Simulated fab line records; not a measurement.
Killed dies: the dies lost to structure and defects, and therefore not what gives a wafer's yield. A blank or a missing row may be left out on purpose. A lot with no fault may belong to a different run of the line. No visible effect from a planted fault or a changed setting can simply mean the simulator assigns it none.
Split-lot trial | flow n5 finfet | 7 lots, 21 wafers read, on a route of 1938 steps

## ABOUT THE SPLIT
At N5_MIM_TOP_ETCH_PECVD_03 (deposits SiNx from SiH4/NH3/N2, target thk 20 nm, time 17.6 s), the setting time s was moved away from the recipe's 17.6 s on 5 of the 21 wafers read, by -8.4% to +7.9%. All remaining wafers had this setting at the recipe value.

## FROM THE SPLIT TO THE READING: what the file shows between them, 7 steps
- N5_MIM_BOT_LITHO_EXPOSE_05: exposes mask MIM BOT (also split here: dose mj)
- N5_MIM_BOT_LITHO_PEB_06
- N5_MIM_BOT_LITHO_DEVELOP_07: develop time 60 s
- N5_MIM_BOT_LITHO_HARDBAKE_09: time 120 s
- N5_MIM_BOT_LITHO_CD_MEAS_08: target cd 3000 nm
- N5_MIM_BOT_ETCH_ETCH_00: etches TiN in Cl2/BCl3, target depth 45.5 nm
- N5_MIM_BOT_ETCH_STRIP_01: strips in O2

## THE READING
SiNx_of_MIM_TOP_ETCH_PECVD_03.thk nm (the simulator's own value, which no gauge read), in nm, at N5_MIM_BOT_ETCH_STRIP_02 (strips in post etch residue remover, time 1200 s). The file gives no usual value for it. Here, 16 wafers ran the recipe; their average is 19.7 nm with a standard deviation of 0.22 nm.

wafer  | tool, chamber at the split | time s as run, s | against the recipe | SiNx_of_MIM_TOP_ETCH_PECVD_03.thk nm, nm | against lot-mates on the recipe
L079.1 | pecvd-03, 1                | 17.6             | recipe             | 19.4                                     | -
L079.3 | pecvd-03, 0                | 16.13            | -8.4%              | 17.8                                     | -1.6
L079.5 | pecvd-03, 0                | 16.13            | -8.4%              | 18.2                                     | -1.2
L078.1 | pecvd-04, 0                | 18.65            | +6.0%              | 21                                       | +1.1
L078.5 | pecvd-04, 2                | 17.6             | recipe             | 19.8                                     | -
L078.6 | pecvd-04, 0                | 17.6             | recipe             | 20                                       | -
L085.1 | pecvd-01, 1                | 17.6             | recipe             | 19.4                                     | -
L085.5 | pecvd-01, 0,2              | 17.6             | recipe             | 19.8                                     | -
L085.6 | pecvd-01, 0,2              | 17.6             | recipe             | 19.8                                     | -
L087.1 | pecvd-01, 1                | 17.6             | recipe             | 19.6                                     | -
L087.5 | pecvd-01, 0                | 18.99            | +7.9%              | 21.4                                     | +1.7
L087.6 | pecvd-01, 1                | 17.6             | recipe             | 19.8                                     | -
L090.2 | pecvd-03, 0,1              | 17.6             | recipe             | 19.8                                     | -
L090.4 | pecvd-03, 0,1              | 17.6             | recipe             | 19.8                                     | -
L090.5 | pecvd-03, 0                | 17.6             | recipe             | 20.2                                     | -
L092.2 | pecvd-01, 2                | 17.6             | recipe             | 19.4                                     | -
L092.5 | pecvd-01, 0,1              | 17.6             | recipe             | 19.8                                     | -
L092.6 | pecvd-01, 0,1              | 17.6             | recipe             | 19.8                                     | -
L096.1 | pecvd-04, 0                | 17.6             | recipe             | 19.8                                     | -
L096.3 | pecvd-04, 1                | 17.6             | recipe             | 19.4                                     | -
L096.4 | pecvd-04, 2                | 16.92            | -3.9%              | 19.2                                     | -0.4
When a row names more than one chamber, that row covers several wafers, and the file does not tell which wafer ran in which chamber.

THE FIT
A straight line over all 21 wafers: SiNx_of_MIM_TOP_ETCH_PECVD_03.thk nm changes by +0.205 nm for each +1% of time s; r = +0.96; the points scatter about the line by 0.22 nm.
The same after taking each lot's own level away (the mean of its wafers on the recipe; 21 wafers): +0.179 nm for each +1%; r = +0.96; scatter 0.19 nm.
According to that fit, moving time s by its largest amount changes the reading by 1.5 nm.
Measured against the standard deviation above, the lots' own levels, which go from 19.40 to 19.93 nm, span 2.4 times it.
So the slope is not independent of the lot-to-lot level: the two fits are not the same.
Check: with one of the wafers moved furthest among these (-8.4%) left out of the fit, the line predicts -1.39 nm for it against its lot-mates. Against them it came out at -1.6 nm.

## ADDITIONAL SPLITS CARRIED BY THESE WAFERS
Other splits were also applied to these wafers ahead of the reading. Each is held against what the fit with the lots' levels taken away leaves over:
other split on the same wafers     | wafers away from the commonest value | r with SiNx_of_MIM_TOP_ETCH_PECVD_03.thk nm (lot level and that fit taken away)
N5_BEOL_M13_ETCH_59 time s         | 10                                   | +0.15
N5_BEOL_M14_ETCH_59 time s         | 8                                    | -0.08
N5_BEOL_M14_EXPOSE_25 dose mj      | 7                                    | +0.14
N5_BEOL_M15_EXPOSE_07 dose mj      | 7                                    | +0.47
N5_MIM_BOT_LITHO_EXPOSE_05 dose mj | 6                                    | +0.13

## THE WHOLE CHAIN: every reading that the file lists as answering this split, in the file's order
step                     | what it does                                                  | reading                                                                               | change (the file's fit)               | r (the file's)
N5_MIM_TOP_ETCH_PECVD_03 | deposits SiNx from SiH4/NH3/N2, target thk 20 nm, time 17.6 s | SiNx_of_MIM_TOP_ETCH_PECVD_03.thk nm (the simulator's own value, which no gauge read) | +0.191 nm for each +1% of the setting | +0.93
N5_MIM_BOT_ETCH_STRIP_02 | strips in post etch residue remover, time 1200 s              | SiNx_of_MIM_TOP_ETCH_PECVD_03.thk nm (the simulator's own value, which no gauge read) | +0.182 nm for each +1% of the setting | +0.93

## THE FILE'S OWN FIT
SiNx_of_MIM_TOP_ETCH_PECVD_03.thk nm changes by +0.182 nm for each +1% of time s, r = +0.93.
